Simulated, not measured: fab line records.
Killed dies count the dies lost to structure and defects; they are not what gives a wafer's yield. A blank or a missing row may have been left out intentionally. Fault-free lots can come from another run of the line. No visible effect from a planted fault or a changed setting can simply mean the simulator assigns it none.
fab line records	flow nandHarc
[record] lots = 6	wafers = 18	lastDay = 33
route steps=1302 shown P_ZERO_WELL@15
lots untouched by any fault: they come from a run of this same line in which no faults occurred
startH: the number of hours between the record's first day and the start of the first shown wafer of the lot	waitH: hours elapsed since this lot's preceding step	" repeats the value in the row above	L1.1+2: one row covering several wafers at once	- no value, or no start was given	* or withheld: withheld	< > ~ a bound
route shown NAME@n: NAME is a module with steps in the file, n the number in the route of the first one	usual: mean and standard deviation over wafers with no fault	same: alike in all rows	chamber/n: place in a boat	sites: readings site by site	_std_site: standard deviation of those values	_edge_site: outer sites' mean less inner sites'	radiusMm: how far each site lies from the wafer's centre	mask NAME#n: copy n	behind: the most recent tool/chamber to have shaped the wafer	hold: why the lot went on hold/how many hours it stayed there/how the hold came to an end	device: whichever transistor did not switch (one of n, p or np)	end of line: tests of these same wafers at the route's end	where a step has no rows: the recipe by itself	killed: dies that structure and defects cost at the first sort, which is not the same as the wafer's yield	map: the dies of a wafer, with x for killed, . for not killed, _ for no die there
set.NAME: the run value of the setting; set.NAME@STEP: its run value at that earlier step	model.NAME: the simulator's own value behind a step, which no gauge read
lots at some steps of the route; a table a step, a row a wafer
services: the hour from which a tool's chamber was out of use, counted from the record's first day as startH (under 0 if before that day), plus the number of hours and why
[[steps]]
[step NHARC_P_ZERO_WELL_HARDBAKE_12]
[recipe] tempC = 118	timeS = 65
[step NHARC_P_ZERO_WELL_DESCUM_13]
[recipe] timeS = 3	o2FlowSccm = 200	arFlowSccm = 0	biasPowerW = 0	chemistry = O2
[usual] chamberPressureMTorr = 60.00/0.055	drypumpMotorCurrentA = 5.6/0.43	oesProductAu = 0.999/0.0087	rfVppV = 57.9/0.81	showerheadPlenumPTorr = 1.95/0.066	throttleValvePct = 11.312/0.0094
[same] biasPowerW = 0
lot.wafer	tool	chamber	startH	waitH	chamberPressureMTorr	drypumpMotorCurrentA	oesProductAu	rfHoursCounterH	rfVppV	showerheadPlenumPTorr	throttleValvePct
L402.2	rieDiel-06	2	71.51	-	60.07	6.6	0.987	32	58.2	1.90	11.322
L402.1	"	3	"	"	59.93	5.9	1.004	34	59.0	1.93	11.328
L402.5	"	2	"	"	59.97	6.6	0.984	-	57.9	1.90	11.317
L404.3	rieDiel-08	1	91.40	-	59.98	5.8	1.000	17	57.4	1.98	11.310
L404.4	"	2	"	"	59.98	5.4	1.002	19	57.6	1.93	11.320
L404.6	"	1	"	"	60.03	5.7	1.013	-	57.6	1.98	11.309
L405.2	rieDiel-08	2	101.41	-	59.97	5.4	1.009	22	57.4	1.93	11.329
L405.4	"	1	"	"	60.02	5.7	1.011	19	57.7	1.98	11.309
L405.5	"	2	"	"	60.08	5.4	1.009	-	57.4	1.93	11.301
L411.3	rieDiel-08	2	161.41	-	60.03	5.4	0.997	44	58.7	1.92	11.310
L411.4	"	3	"	"	60.05	5.5	0.986	43	57.2	1.82	11.311
L411.1	"	0	"	"	59.98	5.2	0.982	38	57.1	1.94	11.308
L416.1	rieDiel-06	2	211.39	-	60.06	6.7	0.991	23	57.8	1.88	11.293
L416.3	"	3	"	"	60.01	5.9	1.002	25	58.2	1.91	11.324
L416.2	"	1	"	"	60.02	5.7	1.011	22	58.4	1.91	11.298
L419.4	rieDiel-07	1	241.28	-	60.06	5.0	0.994	36	57.6	1.98	11.310
L419.2	"	2	"	"	60.01	5.2	1.000	31	58.3	2.00	11.317
L419.6	"	0	"	"	60.02	6.1	1.002	-	59.3	2.04	11.309
[step NHARC_P_ZERO_WELL_ETCH_65]
[recipe] targetDepthA = 800	overetchA = 240	timeS = 87.88	ionEnergyEv = 200	n2FlowSccm = 150	h2FlowSccm = 150	arFlowSccm = 0	rfW = 400	biasW = 150	chemistry = N2/H2
[usual] chamberPressureMTorr = 30.00/0.03	drypumpMotorCurrentA = 5.6/0.4	oesProductAu = 1.000/0.0085	rfVppV = 431.7/2.2	showerheadPlenumPTorr = 2.08/0.075	throttleValvePct = 14.173/0.011
lot.wafer	tool	chamber	startH	waitH	chamberPressureMTorr	drypumpMotorCurrentA	oesProductAu	rfHoursCounterH	rfVppV	showerheadPlenumPTorr	throttleValvePct
L402.2	rieDiel-06	2	71.72	0.2	30.10	6.6	0.995	32	431.0	2.02	14.172
L402.1	"	3	"	"	29.98	5.9	1.018	34	430.0	2.06	14.161
L402.5	"	2	"	"	30.04	6.6	0.995	-	430.2	2.02	14.185
L404.3	rieDiel-08	2	91.49	0.1	30.03	5.4	1.008	19	433.0	2.06	14.169
L404.4	"	3	"	"	29.99	5.5	1.000	19	427.4	1.95	14.174
L404.6	"	2	"	"	29.98	5.4	0.995	-	432.6	2.06	14.174
L405.2	rieDiel-08	2	101.49	0.1	29.98	5.4	1.008	22	430.9	2.06	14.181
L405.4	"	0	"	"	29.98	5.2	1.002	19	432.0	2.07	14.164
L405.5	"	3	"	"	30.07	5.5	1.002	-	427.8	1.95	14.170
L411.1	rieDiel-08	0	161.50	0.1	30.03	5.3	0.999	38	431.4	2.07	14.167
L411.4	"	1	"	"	29.99	5.8	1.005	39	432.7	2.11	14.161
L411.3	"	2	"	"	30.00	5.4	0.997	44	431.9	2.05	14.185
L416.3	rieDiel-06	1	211.48	0.1	29.96	5.7	1.013	22	430.9	2.04	14.180
L416.2	"	2	"	"	29.95	6.6	0.984	23	429.9	2.01	14.159
L416.1	"	3	"	"	29.99	5.9	0.988	25	431.2	2.04	14.177
L419.2	rieDiel-07	3	241.37	0.1	29.96	5.3	1.004	32	428.0	2.02	14.161
L419.4	"	0	"	"	30.00	6.1	0.991	35	435.9	2.18	14.160
L419.6	"	1	"	"	29.98	5.1	0.997	-	432.1	2.11	14.147
[step NHARC_P_ZERO_WELL_ETCH_62]
[recipe] targetDepthA = 130	timeS = 6.5	chf3FlowSccm = 50	arFlowSccm = 200	rfW = 500	biasW = 200	chemistry = CHF3/Ar
[usual] chamberPressureMTorr = 24.999/0.025	drypumpMotorCurrentA = 5.5/0.4	oesProductAu = 0.962/0.017	rfVppV = 371.4/1.9	showerheadPlenumPTorr = 2.38/0.079	throttleValvePct = 20.217/0.0094
lot.wafer	tool	chamber	startH	waitH	chamberPressureMTorr	drypumpMotorCurrentA	oesProductAu	rfHoursCounterH	rfVppV	showerheadPlenumPTorr	throttleValvePct
L402.1	rieDiel-06	3	-	-	25.009	5.9	0.939	34	371.1	2.36	20.228
L402.2	"	2	"	"	25.037	6.5	0.926	32	370.8	2.33	20.205
L402.5	"	3	"	"	25.043	5.9	0.949	-	370.6	2.36	20.209
L404.4	rieDiel-08	1	-	-	24.999	5.7	0.971	17	373.0	2.42	20.213
L404.3	"	3	"	"	25.026	5.5	0.968	19	367.3	2.25	20.219
L404.6	"	0	"	"	24.977	5.2	0.966	-	370.3	2.38	20.218
L405.2	rieDiel-08	2	-	-	25.014	5.4	0.954	22	370.6	2.37	20.217
L405.4	"	3	"	"	24.996	5.5	0.949	22	369.4	2.25	20.213
L405.5	"	1	"	"	25.005	5.8	0.971	-	371.9	2.42	20.210
L411.4	rieDiel-08	3	-	-	25.022	5.5	0.960	43	366.9	2.24	20.218
L411.1	"	1	"	"	25.026	5.8	0.982	39	371.5	2.42	20.226
L411.3	"	2	"	"	24.968	5.5	0.966	44	371.0	2.36	20.212
L416.3	rieDiel-06	0	-	-	24.942	5.5	0.973	24	375.4	2.50	20.214
L416.1	"	1	"	"	24.985	5.7	0.988	22	370.7	2.35	20.211
L416.2	"	2	"	"	24.999	6.6	0.945	23	371.2	2.31	20.216
L419.4	rieDiel-07	2	-	-	24.989	5.3	0.969	31	371.8	2.45	20.211
L419.2	"	3	"	"	24.990	5.3	0.971	32	371.1	2.33	20.217
L419.6	"	2	"	"	24.954	5.2	0.977	-	374.5	2.45	20.217
[step NHARC_P_ZERO_WELL_ETCH_63]
[recipe] targetDepthA = 1200	timeS = 40.1	hbrFlowSccm = 150	cl2FlowSccm = 50	rfW = 400	icpW = 400	biasW = 100	chemistry = HBr/Cl2
[usual] chamberPressureMTorr = 15.000/0.014	drypumpMotorCurrentA = 5.63/0.3	heBacksideLeakSccm = 2.75/0.26	oesProductAu = 0.998/0.01	throttleValvePct = 26.405/0.0084
lot.wafer	tool	chamber	startH	waitH	chamberPressureMTorr	drypumpMotorCurrentA	heBacksideLeakSccm	oesProductAu	rfHoursCounterH	throttleValvePct
L402.1	rieSi-05	1	71.91	-	15.008	5.62	2.65	0.988	0.73	26.412
L402.2	"	2	"	"	14.999	5.76	3.09	0.999	0.64	26.416
L402.5	"	0	"	"	14.987	6.25	2.76	0.994	-	26.385
L404.3	rieSi-05	3	91.68	-	14.995	5.76	2.69	1.011	0.87	26.420
L404.4	"	0	"	"	15.007	6.31	2.73	1.009	0.93	26.398
L404.6	"	2	"	"	14.998	5.76	2.80	1.013	-	26.389
L405.4	rieSi-05	0	101.66	-	15.000	6.27	2.73	0.991	0.95	26.416
L405.2	"	3	"	"	15.021	5.78	2.79	1.015	0.89	26.421
L405.5	"	0	"	"	14.996	6.29	2.61	0.995	-	26.423
L411.4	rieSi-05	2	161.79	-	15.023	5.74	2.98	1.009	0.19	26.398
L411.3	"	0	"	"	15.009	6.31	2.78	0.993	0.19	26.392
L411.1	"	1	"	"	14.988	5.64	2.62	1.005	0.19	26.404
L416.3	rieSi-02	0	211.65	-	14.988	5.14	2.55	1.002	0.63	26.384
L416.1	"	2	"	"	15.009	5.23	2.94	0.986	0.38	26.395
L416.2	"	3	"	"	14.993	5.61	2.79	1.010	0.74	26.419
L419.4	rieSi-05	1	241.52	-	14.991	5.63	2.60	1.004	0.67	26.402
L419.2	"	2	"	"	15.002	5.74	3.05	1.002	0.72	26.406
L419.6	"	1	"	"	14.981	5.63	2.61	0.997	-	26.406
[step NHARC_P_ZERO_WELL_STRIP_15]
[recipe] timeS = 900	tempC = 130	chemistry = SPM
[step NHARC_P_ZERO_WELL_DEHYDRATE_16]
[recipe] tempC = 150	timeS = 120
[step NHARC_P_ZERO_WELL_HMDS_17]
[recipe] timeS = 30
[step NHARC_P_ZERO_WELL_COAT_18]
[recipe] spinRpm = withheld
[step NHARC_P_ZERO_WELL_SOFTBAKE_19]
[recipe] tempC = 122	timeS = 95
[step NHARC_P_ZERO_WELL_EBR_20]
[step NHARC_P_ZERO_WELL_EXPOSE_21]
[recipe] na = 0.6	targetCdNm = 720	doseMj = 22.31	maskId = P_NWELL
[step NHARC_P_ZERO_WELL_PEB_22]
[recipe] pebTempC = 118	pebTimeS = 85
[usual] heaterPowerTotalW = 163.98/0.27	plateTempC = 117.98/0.14
lot.wafer	tool	chamber	startH	waitH	heaterPowerTotalW	plateTempC
L402.1	lithoTrack-03	0	72.74	0.1	163.76	117.83
L402.2	"	0	"	"	164.17	117.89
L402.5	"	0	"	"	164.25	118.06
L404.3	lithoTrack-03	0	92.49	0.1	164.12	117.95
L404.4	"	0	"	"	163.72	117.81
L404.6	"	0	"	"	163.80	117.80
L405.2	lithoTrack-05	0	102.51	0.1	164.21	118.19
L405.4	"	0	"	"	163.94	118.02
L405.5	"	0	"	"	163.68	118.24
L411.1	lithoTrack-05	0	162.50	0.1	164.02	117.95
L411.3	"	0	"	"	164.33	118.16
L411.4	"	0	"	"	164.42	118.01
L416.1	lithoTrack-05	0	212.36	0.1	176.23	124.60
L416.2	"	0	"	"	176.94	124.53
L416.3	"	0	"	"	175.72	124.42
L419.2	lithoTrack-05	0	242.36	0.1	176.92	124.43
L419.4	"	0	"	"	176.94	124.49
L419.6	"	0	"	"	176.99	124.62
[step NHARC_P_ZERO_WELL_DEVELOP_23]
[recipe] timeS = 70
[step NHARC_P_ZERO_WELL_CD_MEAS_24]
[recipe] targetCdNm = 720	landingEnergyEv = 500
[usual] cdNm = 717.9/1.7
lot.wafer	tool	chamber	startH	waitH	hold	cdNm
L402.1	cdSem-02	0	72.83	-	-	716.5
L402.2	"	0	"	"	-	719.2
L402.5	"	0	"	"	-	714.9
L404.3	cdSem-02	0	92.59	-	-	716.6
L404.4	"	0	"	"	-	719.3
L404.6	"	0	"	"	-	719.5
L405.2	cdSem-03	0	102.60	-	-	717.0
L405.4	"	0	"	"	-	717.1
L405.5	"	0	"	"	-	716.5
L411.1	cdSem-02	0	162.59	-	-	719.6
L411.3	"	0	"	"	-	717.4
L411.4	"	0	"	"	-	716.7
L416.1	cdSem-02	0	212.45	-	awaitDispo/0.2h/release	725.7
L416.2	"	0	"	"	awaitDispo/0.2h/release	724.2
L416.3	"	0	"	"	awaitDispo/0.2h/release	724.6
L416.1	cdSem-02	0	-	-	-	726.1
L416.2	"	0	"	"	-	724.1
L416.3	"	0	"	"	-	724.5
L419.2	cdSem-01	0	242.45	-	awaitDispo/0.2h/release	725.0
L419.4	"	0	"	"	awaitDispo/0.2h/release	726.9
L419.6	"	0	"	"	awaitDispo/0.2h/release	725.8
L419.2	cdSem-01	0	-	-	-	724.5
L419.4	"	0	"	"	-	727.0
L419.6	"	0	"	"	-	725.7
[step NHARC_P_ZERO_WELL_DESCUM_26]
[recipe] timeS = 3	o2FlowSccm = 200	arFlowSccm = 0	biasPowerW = 0	chemistry = O2
[usual] chamberPressureMTorr = 60.00/0.053	drypumpMotorCurrentA = 5.6/0.48	oesProductAu = 0.996/0.0097	rfVppV = 57.9/0.88	showerheadPlenumPTorr = 1.96/0.063	throttleValvePct = 11.309/0.0084
[same] biasPowerW = 0
lot.wafer	tool	chamber	startH	waitH	chamberPressureMTorr	drypumpMotorCurrentA	oesProductAu	rfHoursCounterH	rfVppV	showerheadPlenumPTorr	throttleValvePct	model.P_ZERO_WELL.cdNm
L402.1	rieDiel-08	1	72.99	-	59.99	5.7	1.007	13	58.2	1.98	11.312	716.2
L402.2	"	3	"	"	59.93	5.5	0.991	14	57.4	1.83	11.302	719.3
L402.5	"	1	"	"	60.11	5.8	1.001	-	59.0	1.98	11.291	714.7
L404.3	rieDiel-07	2	92.76	-	60.02	5.2	1.001	53	59.0	2.01	11.314	717.6
L404.4	"	3	"	"	59.96	5.2	0.984	45	59.3	1.91	11.297	719.5
L404.6	"	1	"	"	60.06	5.1	0.994	-	59.1	1.99	11.310	719.4
L405.4	rieDiel-06	1	102.77	-	60.04	5.8	1.008	42	57.3	1.93	11.298	717.6
L405.2	"	2	"	"	59.93	6.6	0.989	42	57.2	1.90	11.318	717.2
L405.5	"	1	"	"	59.96	5.7	1.000	-	57.3	1.93	11.317	716.6
L411.3	rieDiel-07	3	162.76	-	60.02	5.3	1.004	8	57.6	1.91	11.314	716.9
L411.1	"	0	"	"	60.02	6.1	1.001	9	58.9	2.05	11.309	719.7
L411.4	"	1	"	"	60.06	5.0	0.988	10	57.6	1.99	11.309	716.7
L416.3	rieDiel-07	0	217.00	-	60.03	6.1	0.994	21	57.7	2.05	11.306	725.2
L416.1	"	1	"	"	59.99	5.0	0.996	25	55.4	1.98	11.312	725.8
L416.2	"	3	"	"	59.99	5.3	0.999	20	57.2	1.90	11.323	724.2
L419.4	rieDiel-07	0	244.69	-	59.96	6.2	1.014	35	56.8	2.05	11.315	726.9
L419.2	"	1	"	"	59.87	5.1	0.991	36	57.8	1.98	11.299	724.7
L419.6	"	0	"	"	60.03	6.1	0.999	-	57.3	2.04	11.301	725.8
[step NHARC_P_ZERO_WELL_IMPLANT_27]
[recipe] energyKev = 600	doseCm2 = 1e+13	tiltDeg = 7
[[services]]
tool	chamber	startH	hours	kind
rieDiel-08	0	50.60	-	clean
rieDiel-08	1	50.60	-	clean
rieDiel-08	2	50.60	-	clean
rieDiel-08	3	50.60	-	clean
rieDiel-07	-	65.31	0.4	repair
rieDiel-08	0	75.10	-	clean
rieDiel-08	1	75.10	-	clean
rieDiel-08	2	75.10	-	clean
rieDiel-08	3	75.10	-	clean
rieDiel-08	0	99.60	-	clean
rieDiel-08	1	99.60	-	clean
lithoTrack-03	-	100.00	7.0	pm
rieSi-02	-	100.00	9.0	pm
rieDiel-07	-	117.20	9.0	pm
lithoTrack-05	-	124.00	7.0	pm
rieDiel-07	0	127.55	1.2	repair
rieSi-05	-	128.00	9.0	pm
rieDiel-06	-	130.74	9.0	pm
rieDiel-08	2	140.96	1.7	repair
rieSi-02	-	143.41	1.8	repair
rieSi-05	-	163.35	0.6	repair
rieDiel-07	2	184.42	8.1	repair
rieDiel-08	-	194.10	9.0	pm
rieDiel-06	2	213.07	3.7	repair
[[key]]
[firstSign] step = NHARC_P_ZERO_WELL_PEB_22	reading = plateTempC	direction = up	sigmas = 47	usual = *	struck = *
[effect] step = NHARC_P_ZERO_WELL_PEB_22	reading = heaterPowerTotalW	direction = up	sigmas = 46	usual = *	struck = *
[effect] step = NHARC_P_ZERO_WELL_CD_MEAS_24	reading = visit	direction = added
[modelEffect] step = NHARC_P_ZERO_WELL_DESCUM_26	value = P_ZERO_WELL.cdNm	without = 718.4	struck = 725.4
metAt NHARC_P_ZERO_WELL_PEB_22
struckWafers L416.1,L416.2,L416.3,L419.2,L419.4,L419.6
testerLeftOut L416,L419
onsetBetween 162.50 212.36
[fault] kind = processParameterDrift	tool = lithoTrack-05	chamber = -	onsetH = 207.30	steps = NHARC_P_ZERO_WELL_PEB_22	channel = pebTempC	offset = *	shape = step	endH = 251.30	actsIn = *	stated = *
// testerLeftOut: of these lots the tester's yield and bins aren't shown, on N5 and GAA mostly nor the transistor test; their killed dies are dies lost to structure and defects alone, not to doping, threshold or leakage, so they don't give the yield
